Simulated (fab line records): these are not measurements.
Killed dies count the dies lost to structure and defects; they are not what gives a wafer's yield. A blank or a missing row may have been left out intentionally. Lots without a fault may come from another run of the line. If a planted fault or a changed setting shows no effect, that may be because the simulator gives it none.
Split-lot experiment	flow n5-finfet	21 wafers read from 7 lots, route of 1938 steps

THE SPLIT ITSELF
At N5_BEOL_M8_TRENCH_ETCH_37 (etches SiCOH lowk in C4F6/O2, target depth 93.478 nm, time 31.2 s), the setting bias-w was moved away from the recipe's 185 W on 6 of the 21 wafers read, by -13.2% to +17.5%. The other wafers ran this setting at the recipe's value.

Reading taken at the split's own step.

THE READING
rf-vpp-V, in V, at N5_BEOL_M8_TRENCH_ETCH_37 (etches SiCOH lowk in C4F6/O2, target depth 93.478 nm, time 31.2 s). On this fab line, fault-free wafers typically give 667 V with a standard deviation of 12 V.

wafer	tool, chamber at the split	bias-w as run, W	against the recipe	rf-vpp-V, V	against lot-mates on the recipe
L080.2	rie-diel-06, 3	185	recipe	665	-
L080.4	rie-diel-06, 2	185	recipe	656	-
L080.6	rie-diel-06, 3	185	recipe	664	-
L082.1	rie-diel-05, 1	217.4	+17.5%	755	+92
L082.2	rie-diel-05, 2	185	recipe	685	-
L082.3	rie-diel-05, 0	185	recipe	642	-
L083.1	rie-diel-03, 1	199.2	+7.7%	728	+66
L083.2	rie-diel-03, 2	199.2	+7.7%	703	+41
L083.5	rie-diel-03, 2	185	recipe	662	-
L086.1	rie-diel-03, 3	185	recipe	672	-
L086.3	rie-diel-03, 2	185	recipe	662	-
L086.6	rie-diel-03, 3	185	recipe	671	-
L090.2	rie-diel-05, 0	185	recipe	641	-
L090.4	rie-diel-05, 3	168.7	-8.8%	628	-13
L090.6	rie-diel-05, 1	168.7	-8.8%	616	-25
L091.2	rie-diel-06, 1	185	recipe	660	-
L091.4	rie-diel-06, 3	185	recipe	665	-
L091.6	rie-diel-06, 1	185	recipe	660	-
L094.3	rie-diel-05, 3	185	recipe	676	-
L094.5	rie-diel-05, 3	185	recipe	675	-
L094.6	rie-diel-05, 2	160.5	-13.2%	612	-64

THE FIT
A straight line over all 21 wafers: rf-vpp-V changes by +5.04 V for each +1% of bias-w; r = +0.93; the points scatter about the line by 12 V.
The same after taking each lot's own level away (the mean of its wafers on the recipe; 21 wafers): +4.76 V for each +1%; r = +0.93; scatter 12 V.
On that fit, the largest move of bias-w shifts the reading by 83 V.
Measured against the standard deviation above, the lots' own levels, which go from 641.0 to 675.5 V, span 2.9 times it.
Consequently the slope shifts little with the lot-to-lot level, the two slopes agreeing.
Check: +84.1 V against its lot-mates is what the line predicts for one of the wafers moved furthest among these (+17.5%) when that wafer is left out of the fit. It came out at +91.5 V against them.
Tool readings at the split's step, against how far the setting was moved: rf-vpp-V r = +0.93.

THE OTHER SPLITS THESE WAFERS WENT THROUGH
Before the reading, these wafers also passed through other splits. Each is held against what the fit with the lots' levels taken away leaves over:
other split on the same wafers	wafers away from the commonest value	r with rf-vpp-V (lot level and that fit taken away)
N5_BEOL_M7_TRENCH_ETCH_37 time-s	9	+0.01

THE FILE'S OWN FIT
rf-vpp-V changes by +4.88 V for each +1% of bias-w, r = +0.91.
